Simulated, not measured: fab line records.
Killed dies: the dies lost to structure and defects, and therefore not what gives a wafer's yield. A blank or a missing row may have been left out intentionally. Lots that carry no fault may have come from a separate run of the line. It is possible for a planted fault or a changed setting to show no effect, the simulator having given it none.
Chamber matching    flow nandHarc    cmp-01 running NHARC_A_STAIRCASE_CMP_450: 4 sister chambers
The step polishes SiO2, target thk 200 nm. 18 wafers are shown with their chamber, then 9 later ones without.

== WAFERS PAIRED WITH THEIR CHAMBERS ==
wafer   chamber  motorCurrentA (A)  retainingRingPressureFrac
L077.1  2        11.7               1.007
L077.3  1        11.4               0.998
L077.6  1        12.2               0.992
L079.1  0        15.1               0.999
L079.4  3        11.4               1.003
L079.6  1        11.7               1.006
L078.3  3        11.0               1.001
L078.4  0        15.4               1.003
L078.5  3        11.0               1.002
L082.2  3        12.0               1.001
L082.3  1        12.0               1.001
L082.5  2        11.7               1.005
L085.2  0        14.6               0.996
L085.3  1        12.1               0.997
L085.6  0        15.3               1.002
L088.3  0        15.5               1.001
L088.5  3        11.1               1.001
L088.6  0        14.7               0.993

SIGNATURES, as means of the wafers listed above
reading                    chamber 0  chamber 1  chamber 2  chamber 3  scatter within a chamber
motorCurrentA              15.100     11.880     11.700     11.300     0.363
retainingRingPressureFrac  0.99900    0.99880    1.00600    1.00160    0.00364
Rule: a wafer lies at a distance from a chamber equal to the root of the sum of squares, over the readings, of (its reading less the chamber's mean, divided by the reading's scatter). If the next closest chamber is less than 2 further off than the closest, the wafer can't be placed; otherwise it belongs to the closest. The scatter: the root of (the sum of the squares of (reading less its chamber's mean) over the shown wafers, divided by (wafers less chambers)).

== WAFERS WITH NO CHAMBER GIVEN ==
wafer   motorCurrentA (A)  retainingRingPressureFrac
L089.1  14.8               1.001
L089.3  12.2               1.007
L089.6  11.5               0.993
L091.1  11.4               1.004
L091.3  11.3               0.995
L091.4  14.9               1.001
L096.3  11.0               1.002
L096.5  15.7               1.011
L096.6  11.9               0.994

== EACH ONE'S CHAMBER ==
wafer   from the rows above           in truth
L089.1  0                             0
L089.3  can't be placed: 2 or 1 or 3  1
L089.6  can't be placed: 1 or 3 or 2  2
L091.1  can't be placed: 3 or 2 or 1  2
L091.3  can't be placed: 3 or 1 or 2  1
L091.4  0                             0
L096.3  can't be placed: 3 or 2 or 1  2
L096.5  0                             0
L096.6  can't be placed: 1 or 3       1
Correct placement for 3 of the 9. Unplaceable from these rows: 6, with the true chamber sitting among the candidates in 6. Placed wrongly: 0.
